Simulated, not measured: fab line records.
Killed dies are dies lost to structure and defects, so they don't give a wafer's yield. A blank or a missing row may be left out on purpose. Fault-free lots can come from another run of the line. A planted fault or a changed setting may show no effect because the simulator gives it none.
fab line records | flow nand_harc
[record] lots = 6 | wafers = 18 | last_day = 33
route steps=1302 shown P_BONDPAD@360 END@1302
lots with no fault: from the same line, run without faults
start_h: hours from the record's opening day to when the first of the lot's shown wafers began | wait_h: time in hours since the lot's previous step | " same as the row above | L1.1+2: a single row standing in for several wafers | - no value, or no start given | * or withheld: withheld | < > ~ a bound
route shown NAME@n: a module of which the file shows steps, and the number in the route of the first | usual: average and standard deviation across the fault-free wafers | same: alike in all rows | chamber/n: place in a boat | sites: the reading at each site | _std_site: standard deviation across them | _edge_site: outer sites' mean less inner sites' | radius_mm: how far each site lies from the wafer's centre | mask NAME#n: copy n | behind: tool/chamber where the wafer was last shaped | hold: why the lot went on hold/how many hours it stayed there/how the hold came to an end | device: whichever transistor did not switch (one of n, p or np) | end of line: at the end of the route, the tests of the same wafers | a step given without rows: its recipe and nothing more | killed: count of dies lost to structure and defects at first sort (not the wafer's yield) | map: per-die view of a wafer (x killed, . not killed, _ where there is no die)
set.NAME: the setting the step ran with; set.NAME@STEP: the setting that earlier step ran with | model.NAME: the simulator's own value behind a step, which no gauge read
lots at some steps of the route; a table a step, a row a wafer
services: when a tool's chamber went out of use (start_h, in hours from the record's first day, below 0 if earlier), for how many hours, and the reason
[[steps]]
[step NHARC_P_BONDPAD_EBR_05]
[step NHARC_P_BONDPAD_EXPOSE_06]
[recipe] na = 0.55 | dose_mj = 37.06 | mask_id = P_BPAD
[step NHARC_P_BONDPAD_PEB_07]
[recipe] peb_temp_c = 128 | peb_time_s = 80
[step NHARC_P_BONDPAD_DEVELOP_08]
[recipe] time_s = 50 | dev_temp_c = 22
[step NHARC_P_BONDPAD_CD_MEAS_09]
[recipe] target_cd_nm = 500 | landing_energy_ev = 500
[usual] cd_nm = 499.8/1.4
lot.wafer | tool      | chamber | start_h | wait_h | cd_nm
L364.2    | cd_sem-02 | 0       | 196.55  | -      | 499.4
L364.4    | "         | 0       | "       | "      | 500.6
L364.6    | "         | 0       | "       | "      | 498.8
L365.1    | cd_sem-02 | 0       | 215.72  | -      | 498.3
L365.2    | "         | 0       | "       | "      | 499.9
L365.4    | "         | 0       | "       | "      | 497.9
L371.1    | cd_sem-03 | 0       | 261.82  | -      | 498.6
L371.2    | "         | 0       | "       | "      | 496.9
L371.5    | "         | 0       | "       | "      | 497.4
L373.1    | cd_sem-02 | 0       | 278.52  | -      | 503.0
L373.2    | "         | 0       | "       | "      | 501.7
L373.4    | "         | 0       | "       | "      | 502.6
L377.3    | cd_sem-03 | 0       | 321.59  | -      | 500.5
L377.4    | "         | 0       | "       | "      | 501.5
L377.6    | "         | 0       | "       | "      | 500.9
L381.2    | cd_sem-03 | 0       | 363.58  | -      | 499.8
L381.4    | "         | 0       | "       | "      | 499.8
L381.6    | "         | 0       | "       | "      | 500.0
[step NHARC_P_BONDPAD_OVL_MEAS_38]
[usual] overlay_x_nm = 1/5.3 | overlay_y_nm = 0/5.6
lot.wafer | tool       | chamber | start_h | wait_h | overlay_x_nm | overlay_y_nm
L364.2    | overlay-01 | -       | 196.63  | -      | 2            | -3
L364.4    | "          | -       | "       | "      | 1            | -3
L364.6    | "          | -       | "       | "      | 2            | -3
L365.1    | overlay-02 | -       | 215.81  | -      | 1            | 2
L365.2    | "          | -       | "       | "      | 2            | 2
L365.4    | "          | -       | "       | "      | 2            | 1
L371.1    | overlay-02 | -       | 261.91  | -      | -4           | -1
L371.2    | "          | -       | "       | "      | -5           | -2
L371.5    | "          | -       | "       | "      | -4           | -2
L373.1    | overlay-01 | -       | 278.61  | -      | 7            | 6
L373.2    | "          | -       | "       | "      | 6            | 6
L373.4    | "          | -       | "       | "      | 6            | 6
L377.3    | overlay-02 | -       | 321.67  | -      | -4           | 0
L377.4    | "          | -       | "       | "      | -3           | 0
L377.6    | "          | -       | "       | "      | -4           | 0
L381.2    | overlay-01 | -       | 363.67  | -      | -3           | -3
L381.4    | "          | -       | "       | "      | -2           | -2
L381.6    | "          | -       | "       | "      | -2           | -2
[step NHARC_P_BONDPAD_HARDBAKE_10]
[recipe] temp_c = 118 | time_s = 65
[step NHARC_P_BONDPAD_DESCUM_11]
[recipe] time_s = 3 | o2_flow_sccm = 200 | ar_flow_sccm = 0 | bias_power_w = 0 | chemistry = O2
[usual] drypump_motor_current_A = 5.9/0.56 | oes_product_au = 1.000/0.0078 | rf_vpp_V = 57.8/0.92 | showerhead_plenum_p_Torr = 1.94/0.089 | throttle_valve_pct = 11.310/0.0088
lot.wafer | tool        | chamber | start_h | wait_h | drypump_motor_current_A | oes_product_au | rf_hours_counter_h | rf_vpp_V | showerhead_plenum_p_Torr | throttle_valve_pct
L364.2    | rie_diel-04 | 0       | 196.76  | -      | 5.5                     | 0.998          | 0.1                | 58.3     | 2.01                     | 11.327
L364.4    | "           | 1       | "       | "      | 5.4                     | 1.009          | 0.1                | 56.5     | 1.93                     | 11.319
L364.6    | "           | 1       | "       | "      | 5.4                     | 0.999          | -                  | 57.5     | 1.93                     | 11.326
L365.1    | rie_diel-05 | 2       | 215.94  | -      | 6.0                     | 0.995          | 3.7                | 55.4     | 1.79                     | 11.309
L365.2    | "           | 0       | "       | "      | 4.9                     | 1.001          | 4.2                | 59.9     | 1.87                     | 11.316
L365.4    | "           | 1       | "       | "      | 6.4                     | 1.004          | 4.0                | 56.8     | 2.03                     | 11.318
L371.2    | rie_diel-09 | 3       | 262.04  | -      | 6.2                     | 1.016          | 6.9                | 57.2     | 2.03                     | 11.323
L371.1    | "           | 0       | "       | "      | 5.7                     | 0.997          | 6.7                | 59.2     | 2.06                     | 11.312
L371.5    | "           | 3       | "       | "      | 6.2                     | 1.013          | -                  | 58.8     | 2.03                     | 11.309
L373.2    | rie_diel-04 | 2       | 278.73  | -      | 6.3                     | 0.998          | 4.8                | 58.6     | 2.06                     | 11.311
L373.4    | "           | 3       | "       | "      | 6.6                     | 0.991          | 4.5                | 57.6     | 1.86                     | 11.310
L373.1    | "           | 1       | "       | "      | 5.4                     | 1.024          | 4.5                | 57.1     | 1.93                     | 11.304
L377.3    | rie_diel-05 | 0       | 321.82  | -      | 4.9                     | 0.997          | 2.1                | 57.3     | 1.87                     | 11.308
L377.4    | "           | 3       | "       | "      | 5.5                     | 1.006          | 2.0                | 59.5     | 1.95                     | 11.308
L377.6    | "           | 0       | "       | "      | 4.9                     | 0.994          | -                  | 57.0     | 1.87                     | 11.308
L381.4    | rie_diel-05 | 1       | 363.79  | -      | 6.4                     | 0.994          | 3.5                | 58.6     | 2.03                     | 11.309
L381.2    | "           | 0       | "       | "      | 4.9                     | 1.001          | 3.6                | 58.1     | 1.87                     | 11.317
L381.6    | "           | 1       | "       | "      | 6.5                     | 1.004          | -                  | 57.0     | 2.03                     | 11.308
[step NHARC_P_BONDPAD_ETCH_37]
[recipe] target_depth_a = 600 | overetch_a = 180 | time_s = 65.91 | ion_energy_ev = 200 | n2_flow_sccm = 150 | h2_flow_sccm = 150 | ar_flow_sccm = 0 | rf_w = 400 | bias_w = 150 | chemistry = N2/H2
[usual] drypump_motor_current_A = 5.8/0.58 | oes_product_au = 0.999/0.0072 | rf_vpp_V = 431.4/2.8 | run_length_s = 87.1/0.58 | showerhead_plenum_p_Torr = 2.07/0.095 | throttle_valve_pct = 14.170/0.009
lot.wafer | tool        | chamber | start_h | wait_h | drypump_motor_current_A | oes_product_au | rf_hours_counter_h | rf_vpp_V | run_length_s | showerhead_plenum_p_Torr | throttle_valve_pct
L364.2    | rie_diel-04 | 0       | 196.85  | 0.1    | 5.5                     | 0.994          | 0.1                | 433.0    | 86.3         | 2.14                     | 14.191
L364.4    | "           | 2       | "       | "      | 6.3                     | 1.004          | 0.1                | 436.6    | 88.4         | 2.20                     | 14.177
L364.6    | "           | 3       | "       | "      | 6.7                     | 1.003          | -                  | 428.6    | 86.6         | 1.98                     | 14.175
L365.1    | rie_diel-05 | 0       | 216.02  | 0.1    | 4.9                     | 0.997          | 4.2                | 428.6    | 87.3         | 1.99                     | 14.169
L365.4    | "           | 1       | "       | "      | 6.4                     | 1.005          | 4.0                | 435.0    | 86.2         | 2.17                     | 14.177
L365.2    | "           | 2       | "       | "      | 6.0                     | 0.985          | 3.7                | 427.7    | 87.1         | 1.90                     | 14.172
L371.1    | rie_diel-09 | 1       | 262.12  | 0.1    | 6.7                     | 1.004          | 8.0                | 428.2    | 86.9         | 1.96                     | 14.165
L371.2    | "           | 0       | "       | "      | 5.7                     | 0.984          | 6.7                | 434.3    | 86.7         | 2.20                     | 14.175
L371.5    | "           | 1       | "       | "      | 6.7                     | 1.003          | -                  | 428.5    | 86.8         | 1.96                     | 14.178
L373.2    | rie_diel-04 | 3       | 278.82  | 0.1    | 6.7                     | 1.005          | 4.5                | 429.7    | 86.8         | 1.98                     | 14.170
L373.1    | "           | 0       | "       | "      | 5.4                     | 0.998          | 5.3                | 433.1    | 86.3         | 2.14                     | 14.171
L373.4    | "           | 1       | "       | "      | 5.4                     | 1.017          | 4.5                | 431.8    | 87.0         | 2.06                     | 14.170
L377.4    | rie_diel-05 | 3       | 321.90  | 0.1    | 5.5                     | 0.981          | 2.0                | 432.2    | 87.2         | 2.08                     | 14.170
L377.3    | "           | 2       | "       | "      | 6.0                     | 0.992          | 1.8                | 426.0    | 87.5         | 1.90                     | 14.157
L377.6    | "           | 3       | "       | "      | 5.5                     | 0.987          | -                  | 430.7    | 87.1         | 2.08                     | 14.166
L381.4    | rie_diel-05 | 0       | 363.88  | 0.1    | 4.9                     | 1.000          | 3.6                | 429.8    | 87.4         | 1.99                     | 14.163
L381.2    | "           | 3       | "       | "      | 5.5                     | 0.994          | 3.5                | 432.2    | 87.2         | 2.08                     | 14.166
L381.6    | "           | 0       | "       | "      | 4.9                     | 0.999          | -                  | 428.0    | 87.6         | 1.99                     | 14.178
[step NHARC_P_BONDPAD_ETCH_12]
[recipe] target_depth_a = 2000 | time_s = 100 | chf3_flow_sccm = 50 | o2_flow_sccm = 10 | ar_flow_sccm = 200 | rf_w = 500 | bias_w = 200 | chemistry = CHF3/O2
[usual] drypump_motor_current_A = 5.9/0.58 | oes_product_au = 0.944/0.023 | rf_vpp_V = 371.4/2.3 | run_length_s = 121.2/0.59 | showerhead_plenum_p_Torr = 2.44/0.11 | throttle_valve_pct = 20.573/0.0094
lot.wafer | tool        | chamber | start_h | wait_h | drypump_motor_current_A | oes_product_au | rf_hours_counter_h | rf_vpp_V | run_length_s | showerhead_plenum_p_Torr | throttle_valve_pct
L364.2    | rie_diel-04 | 0       | -       | -      | 5.4                     | 0.963          | 0.1                | 372.9    | 120.4        | 2.52                     | 20.571
L364.4    | "           | 1       | "       | "      | 5.4                     | 0.976          | 0.1                | 370.2    | 121.3        | 2.42                     | 20.561
L364.6    | "           | 2       | "       | "      | 6.3                     | 0.988          | -                  | 374.8    | 122.2        | 2.58                     | 20.580
L365.2    | rie_diel-05 | 0       | -       | -      | 4.9                     | 0.918          | 4.2                | 369.9    | 121.8        | 2.35                     | 20.580
L365.4    | "           | 1       | "       | "      | 6.4                     | 0.935          | 4.1                | 372.5    | 120.9        | 2.54                     | 20.570
L365.1    | "           | 2       | "       | "      | 6.0                     | 0.910          | 3.8                | 367.5    | 121.9        | 2.25                     | 20.569
L371.2    | rie_diel-09 | 2       | -       | -      | 6.2                     | 0.911          | 7.5                | 370.8    | 121.2        | 2.41                     | 20.565
L371.1    | "           | 0       | "       | "      | 5.7                     | 0.918          | 6.7                | 373.7    | 120.8        | 2.58                     | 20.580
L371.5    | "           | 3       | "       | "      | 6.2                     | 0.926          | -                  | 373.4    | 121.7        | 2.54                     | 20.576
L373.4    | rie_diel-04 | 0       | -       | -      | 5.4                     | 0.981          | 5.3                | 373.7    | 120.5        | 2.51                     | 20.582
L373.1    | "           | 1       | "       | "      | 5.4                     | 0.981          | 4.6                | 370.6    | 120.9        | 2.42                     | 20.584
L373.2    | "           | 3       | "       | "      | 6.7                     | 0.962          | 4.6                | 369.2    | 120.9        | 2.34                     | 20.569
L377.4    | rie_diel-05 | 2       | -       | -      | 6.0                     | 0.922          | 1.8                | 367.4    | 121.9        | 2.25                     | 20.576
L377.3    | "           | 3       | "       | "      | 5.5                     | 0.918          | 2.1                | 372.6    | 121.0        | 2.45                     | 20.573
L377.6    | "           | 2       | "       | "      | 6.0                     | 0.914          | -                  | 368.0    | 121.7        | 2.25                     | 20.561
L381.4    | rie_diel-05 | 0       | -       | -      | 4.9                     | 0.925          | 3.7                | 370.0    | 121.4        | 2.35                     | 20.588
L381.2    | "           | 3       | "       | "      | 5.5                     | 0.923          | 3.5                | 371.1    | 121.2        | 2.44                     | 20.565
L381.6    | "           | 1       | "       | "      | 6.4                     | 0.932          | -                  | 373.8    | 120.7        | 2.54                     | 20.569
[step NHARC_P_BONDPAD_CD_MEAS_13]
[usual] cd_nm = 499.4/1.5
lot.wafer | tool      | chamber | start_h | wait_h | cd_nm
L364.2    | cd_sem-02 | -       | 197.07  | -      | 499.1
L364.4    | "         | -       | "       | "      | 500.5
L364.6    | "         | -       | "       | "      | 498.7
L365.1    | cd_sem-02 | -       | 216.25  | -      | 498.0
L365.2    | "         | -       | "       | "      | 498.1
L365.4    | "         | -       | "       | "      | 497.3
L371.1    | cd_sem-03 | -       | 262.35  | -      | 498.2
L371.2    | "         | -       | "       | "      | 496.7
L371.5    | "         | -       | "       | "      | 497.7
L373.1    | cd_sem-02 | -       | 279.05  | -      | 503.6
L373.2    | "         | -       | "       | "      | 501.7
L373.4    | "         | -       | "       | "      | 502.4
L377.3    | cd_sem-02 | -       | 322.15  | -      | 499.4
L377.4    | "         | -       | "       | "      | 500.7
L377.6    | "         | -       | "       | "      | 499.9
L381.2    | cd_sem-02 | -       | 364.11  | -      | 499.0
L381.4    | "         | -       | "       | "      | 499.0
L381.6    | "         | -       | "       | "      | 498.6
[step NHARC_P_BONDPAD_STRIP_15]
[recipe] o2_flow_sccm = 500 | ar_flow_sccm = 0 | bias_w = 0 | chemistry = O2
[usual] drypump_motor_current_A = 6.0/0.52 | oes_product_au = 0.999/0.007 | rf_vpp_V = 57.7/0.89 | showerhead_plenum_p_Torr = 3.59/0.15 | throttle_valve_pct = 17.037/0.0086
lot.wafer | tool        | chamber | start_h | wait_h | drypump_motor_current_A | oes_product_au | rf_hours_counter_h | rf_vpp_V | showerhead_plenum_p_Torr | throttle_valve_pct
L364.4    | rie_diel-05 | 3       | 197.16  | 0.1    | 5.5                     | 0.994          | 3                  | 58.0     | 3.59                     | 17.041
L364.2    | "           | 0       | "       | "      | 4.9                     | 1.005          | 3                  | 58.2     | 3.46                     | 17.043
L364.6    | "           | 2       | "       | "      | 6.0                     | 0.995          | -                  | 56.5     | 3.31                     | 17.049
L365.1    | rie_diel-04 | 2       | 216.35  | 0.1    | 6.3                     | 0.999          | 1                  | 59.0     | 3.78                     | 17.041
L365.2    | "           | 0       | "       | "      | 5.5                     | 0.999          | 2                  | 57.1     | 3.69                     | 17.038
L365.4    | "           | 1       | "       | "      | 5.4                     | 1.005          | -                  | 55.8     | 3.56                     | 17.034
L371.1    | rie_diel-05 | 2       | 262.44  | 0.1    | 6.0                     | 0.989          | 1                  | 57.4     | 3.31                     | 17.047
L371.2    | "           | 0       | "       | "      | 4.9                     | 1.002          | 1                  | 58.1     | 3.45                     | 17.021
L371.5    | "           | 2       | "       | "      | 6.0                     | 0.998          | -                  | 57.3     | 3.31                     | 17.035
L373.4    | rie_diel-05 | 1       | 279.12  | 0.1    | 6.4                     | 1.016          | 1                  | 58.8     | 3.73                     | 17.031
L373.1    | "           | 3       | "       | "      | 5.5                     | 0.996          | 1                  | 56.3     | 3.59                     | 17.044
L373.2    | "           | 0       | "       | "      | 4.9                     | 1.011          | 1                  | 57.5     | 3.45                     | 17.038
L377.3    | rie_diel-04 | 3       | 322.22  | 0.1    | 6.7                     | 1.004          | 7                  | 57.3     | 3.43                     | 17.037
L377.4    | "           | 1       | "       | "      | 5.4                     | 1.006          | 6                  | 56.8     | 3.55                     | 17.030
L377.6    | "           | 3       | "       | "      | 6.7                     | 0.996          | -                  | 57.2     | 3.43                     | 17.042
L381.2    | rie_diel-04 | 3       | 364.20  | 0.1    | 6.7                     | 0.994          | 0                  | 56.9     | 3.43                     | 17.050
L381.4    | "           | 1       | "       | "      | 5.4                     | 0.997          | 0                  | 57.2     | 3.55                     | 17.039
L381.6    | "           | 3       | "       | "      | 6.7                     | 1.009          | -                  | 57.2     | 3.43                     | 17.045
[step NHARC_P_BONDPAD_ETCH_24]
[recipe] target_depth_a = 300 | over_etch_frac = 0.3 | time_s = 72.99 | ion_energy_ev = 150 | cf4_flow_sccm = 50 | n2_flow_sccm = 100 | ar_flow_sccm = 150 | rf_w = 300 | bias_w = 100 | chemistry = CF4/N2
[usual] drypump_motor_current_A = 5.9/0.54 | oes_product_au = 0.998/0.0068 | rf_vpp_V = 315.0/2.1 | run_length_s = 94.2/0.47 | showerhead_plenum_p_Torr = 2.67/0.11 | throttle_valve_pct = 19.794/0.0099
lot.wafer | tool        | chamber | start_h | wait_h | drypump_motor_current_A | oes_product_au | rf_hours_counter_h | rf_vpp_V | run_length_s | showerhead_plenum_p_Torr | throttle_valve_pct
L364.2    | rie_diel-05 | 0       | 197.30  | -      | 4.9                     | 0.991          | 3                  | 312.8    | 94.6         | 2.57                     | 19.794
L364.4    | "           | 2       | "       | "      | 6.0                     | 0.994          | 3                  | 311.2    | 94.6         | 2.46                     | 19.800
L364.6    | "           | 1       | "       | "      | 6.4                     | 0.992          | -                  | 316.9    | 93.2         | 2.78                     | 19.800
L365.1    | rie_diel-04 | 1       | 216.51  | 0.1    | 5.4                     | 1.005          | 1                  | 315.0    | 94.0         | 2.65                     | 19.794
L365.2    | "           | 2       | "       | "      | 6.3                     | 0.998          | 1                  | 315.4    | 94.9         | 2.82                     | 19.779
L365.4    | "           | 2       | "       | "      | 6.3                     | 0.993          | -                  | 318.7    | 95.1         | 2.82                     | 19.796
L371.1    | rie_diel-05 | 3       | 262.58  | -      | 5.5                     | 0.989          | 1                  | 313.3    | 94.2         | 2.67                     | 19.786
L371.2    | "           | 2       | "       | "      | 6.0                     | 0.993          | 1                  | 311.2    | 94.7         | 2.46                     | 19.792
L371.5    | "           | 0       | "       | "      | 4.9                     | 1.007          | -                  | 313.3    | 77.6         | 2.57                     | 19.775
L373.2    | rie_diel-05 | 3       | 279.28  | -      | 5.5                     | 0.997          | 1                  | 315.0    | 93.9         | 2.67                     | 19.812
L373.1    | "           | 0       | "       | "      | 4.9                     | 0.998          | 1                  | 312.4    | 77.8         | 2.57                     | 19.793
L373.4    | "           | 1       | "       | "      | 6.4                     | 0.990          | 1                  | 314.9    | 93.4         | 2.78                     | 19.806
L377.4    | rie_diel-04 | 3       | 322.37  | -      | 6.7                     | 1.007          | 7                  | 313.4    | 94.4         | 2.55                     | 19.790
L377.3    | "           | 1       | "       | "      | 5.4                     | 1.008          | 7                  | 315.4    | 94.0         | 2.65                     | 19.774
L377.6    | "           | 3       | "       | "      | 6.7                     | 0.989          | -                  | 313.2    | 93.7         | 2.55                     | 19.799
L381.4    | rie_diel-04 | 0       | 364.33  | -      | 5.5                     | 0.985          | 0                  | 315.7    | 93.3         | 2.74                     | 19.801
L381.2    | "           | 3       | "       | "      | 6.7                     | 0.992          | 0                  | 311.0    | 94.3         | 2.55                     | 19.811
L381.6    | "           | 0       | "       | "      | 5.4                     | 0.987          | -                  | 317.3    | 93.4         | 2.75                     | 19.778
[step NHARC_P_BONDPAD_STRIP_16]
[recipe] time_s = 600 | temp_c = 30 | chemistry = post_etch_residue_remover
[step NHARC_END_SORT_01]
[recipe] temp_c = 25
[usual] defect_limited_yield = 90.6/2.7 | killed_at_array = 59/19 | killed_at_other = 0.6/0.85 | killed_at_periphery = 3.8/2.5 | killed_dies = 64/19 | killed_open = 3.3/1.8 | killed_short = 2.2/1.6
[same] gross_dies = 677
lot.wafer | tool      | chamber | start_h | wait_h | defect_limited_yield[%] | killed_at_array | killed_at_other | killed_at_periphery | killed_dies | killed_open | killed_short
L364.2    | prober-02 | 0       | 606.70  | 2.8    | 92.6                    | 49              | 0               | 1                   | 50          | 2           | 0
L364.4    | prober-02 | 0       | 608.30  | 3.4    | 93.1                    | 42              | 0               | 5                   | 47          | 1           | 1
L364.6    | prober-02 | 0       | 609.89  | 4.0    | 89.8                    | 67              | 0               | 2                   | 69          | 5           | 2
L371.1    | prober-02 | 0       | 699.31  | 4.9    | 83.6                    | 108             | 1               | 2                   | 111         | 4           | 2
L371.2    | prober-02 | 0       | 700.12  | 5.2    | 84.2                    | 104             | 2               | 1                   | 107         | 6           | 1
L371.5    | prober-02 | 0       | 702.54  | 6.1    | 86.4                    | 86              | 1               | 5                   | 92          | 2           | 5
L377.3    | prober-02 | 0       | 766.57  | 3.1    | 96.5                    | 21              | 1               | 2                   | 24          | 1           | 1
L377.4    | prober-02 | 0       | 767.37  | 3.4    | 94.4                    | 35              | 1               | 2                   | 38          | 3           | 0
L377.6    | prober-02 | 0       | 768.97  | 4.0    | 94.1                    | 37              | 1               | 2                   | 40          | 3           | 2
L381.2    | prober-02 | 0       | 781.50  | 2.8    | 89.2                    | 69              | 0               | 4                   | 73          | 0           | 2
L381.4    | prober-02 | 0       | 783.10  | 3.4    | 90.8                    | 57              | 1               | 4                   | 62          | 7           | 1
L381.6    | prober-02 | 0       | 784.70  | 4.0    | 87.9                    | 75              | 0               | 7                   | 82          | 4           | 1
// killed by level:class
L364.2 A_CHANNEL_HOLE_D1:chamber_film_flake=26 A_CHANNEL_HOLE_D2:chamber_film_flake=9 A_CONTACT:chamber_film_flake=4 A_SLIT:chamber_film_flake=3 A_M0:chamber_film_flake=3 A_STAIRCASE:chamber_film_flake=2 A_CHANNEL_FILL_D1:geometric_particle:open=1 A_DECK1_JOINT:geometric_particle:open=1
L364.4 A_CHANNEL_HOLE_D1:chamber_film_flake=22 A_CHANNEL_HOLE_D2:chamber_film_flake=11 A_CONTACT:chamber_film_flake=3 P_BONDPAD:chamber_film_flake=2 A_SLIT:chamber_film_flake=2 A_CHANNEL_FILL_D2:geometric_particle:open=1 A_CHANNEL_FILL_D2:geometric_particle:short=1 P_ZERO_WELL:chamber_film_flake=1
L364.6 A_CHANNEL_HOLE_D1:chamber_film_flake=36 A_CHANNEL_HOLE_D2:chamber_film_flake=15 A_CONTACT:chamber_film_flake=4 A_M0:chamber_film_flake=4 A_ONON_D1:geometric_particle:open=2 A_BLC:geometric_particle:open=2 A_SLIT:chamber_film_flake=2 P_M2:geometric_particle:short=1
L371.1 A_CHANNEL_HOLE_D1:chamber_film_flake=37 A_SLIT:chamber_film_flake=37 A_CHANNEL_HOLE_D2:chamber_film_flake=13 A_CONTACT:chamber_film_flake=10 A_BONDPAD:chamber_film_flake=4 A_ONON_D2:geometric_particle:open=2 A_CHANNEL_FILL_D1:chamber_film_flake=2 P_CONTACT:geometric_particle:open=1
L371.2 A_SLIT:chamber_film_flake=38 A_CHANNEL_HOLE_D1:chamber_film_flake=23 A_CHANNEL_HOLE_D2:chamber_film_flake=16 A_CONTACT:chamber_film_flake=14 A_STAIRCASE:chamber_film_flake=4 A_BONDPAD:chamber_film_flake=3 A_M0:geometric_particle:open=2 STARTING-WAFER:geometric_particle:open=2
L371.5 A_CHANNEL_HOLE_D1:chamber_film_flake=35 A_SLIT:chamber_film_flake=26 A_CHANNEL_HOLE_D2:chamber_film_flake=7 A_CONTACT:chamber_film_flake=5 A_STAIRCASE:chamber_film_flake=4 A_SGD_CUT:geometric_particle:short=2 A_WL_FILL:chamber_film_flake=2 P_GATE:geometric_particle:open=1
L377.3 A_CHANNEL_HOLE_D1:chamber_film_flake=15 A_SLIT:chamber_film_flake=3 P_GATE:geometric_particle:open=1 STARTING-WAFER:geometric_particle:short=1 P_GATE:chamber_film_flake=1 A_ZERO_WELL:chamber_film_flake=1 A_DECK1_JOINT:chamber_film_flake=1 A_STAIRCASE:chamber_film_flake=1
L377.4 A_CHANNEL_HOLE_D1:chamber_film_flake=9 A_SLIT:chamber_film_flake=7 A_DECK1_JOINT:chamber_film_flake=6 A_STAIRCASE:chamber_film_flake=3 A_CONTACT:chamber_film_flake=3 A_M1:chamber_film_flake=3 P_CONTACT:geometric_particle:open=1 A_CONTACT:geometric_particle:open=1
L377.6 A_CHANNEL_HOLE_D1:chamber_film_flake=11 A_SLIT:chamber_film_flake=10 A_STAIRCASE:chamber_film_flake=5 A_M1:chamber_film_flake=3 A_CONTACT:chamber_film_flake=2 P_CONTACT:geometric_particle:open=1 A_CHANNEL_HOLE_D1:geometric_particle:open=1 A_CHANNEL_FILL_D2:geometric_particle:open=1
L381.2 A_CHANNEL_HOLE_D2:chamber_film_flake=31 A_SLIT:chamber_film_flake=15 A_CHANNEL_HOLE_D1:chamber_film_flake=11 A_CONTACT:chamber_film_flake=7 P_BONDPAD:chamber_film_flake=3 A_STAIRCASE:chamber_film_flake=3 A_ONON_D1:geometric_particle:short=1 A_CHANNEL_FILL_D1:geometric_particle:short=1
L381.4 A_CHANNEL_HOLE_D2:chamber_film_flake=21 A_SLIT:chamber_film_flake=16 A_CHANNEL_HOLE_D1:chamber_film_flake=8 A_CONTACT:chamber_film_flake=4 P_BONDPAD:chamber_film_flake=2 P_M0:geometric_particle:open=1 A_ONON_D1:geometric_particle:open=1 A_CHANNEL_FILL_D1:geometric_particle:open=1
L381.6 A_CHANNEL_HOLE_D2:chamber_film_flake=28 A_SLIT:chamber_film_flake=27 A_CHANNEL_HOLE_D1:chamber_film_flake=7 A_CONTACT:chamber_film_flake=6 P_GATE:chamber_film_flake=3 P_BONDPAD:chamber_film_flake=2 A_CHANNEL_FILL_D1:geometric_particle:open=1 A_DECK1_JOINT:geometric_particle:short=1
[[services]]
tool        | chamber | start_h | hours | kind
rie_diel-09 | 3       | 177.86  | 1.3   | repair
rie_diel-04 | -       | 177.94  | 9.0   | pm
rie_diel-05 | 0       | 184.10  | -     | clean
rie_diel-05 | 1       | 184.10  | -     | clean
rie_diel-05 | 2       | 184.10  | -     | clean
rie_diel-05 | 3       | 184.10  | -     | clean
rie_diel-09 | 0       | 202.43  | 7.9   | repair
rie_diel-05 | 0       | 208.60  | -     | clean
rie_diel-05 | 1       | 208.60  | -     | clean
rie_diel-05 | 2       | 208.60  | -     | clean
rie_diel-05 | 3       | 208.60  | -     | clean
rie_diel-04 | 3       | 211.51  | 19.7  | repair
rie_diel-05 | -       | 229.60  | 9.0   | pm
rie_diel-05 | 0       | 229.60  | 9.0   | vent_cycle
rie_diel-05 | 1       | 229.60  | 9.0   | vent_cycle
rie_diel-05 | 2       | 229.60  | 9.0   | vent_cycle
rie_diel-09 | 1       | 285.79  | 15.3  | repair
rie_diel-05 | 2       | 296.52  | 3.6   | repair
rie_diel-09 | -       | 316.92  | 0.6   | repair
rie_diel-09 | -       | 320.10  | 9.0   | pm
rie_diel-09 | 3       | 329.61  | 22.1  | repair
rie_diel-05 | 2       | 334.76  | 1.2   | repair
rie_diel-04 | -       | 354.94  | 9.0   | pm
rie_diel-05 | 3       | 355.09  | 2.7   | repair
[[key]]
[first_sign] step = NHARC_P_BONDPAD_ETCH_24 | reading = run_length_s | direction = down | sigmas = 35 | usual = * | struck = *
effect none on later readings
met_at NHARC_P_BONDPAD_ETCH_24
struck_wafers L371.5,L373.1
onset_between 197.30 262.58
[fault] kind = process_parameter_drift | tool = rie_diel-05 | chamber = 0 | onset_h = 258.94 | steps = NHARC_P_BONDPAD_ETCH_24 | channel = time_s | offset = * | shape = step | end_h = 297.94 | acts_in = * | stated = *
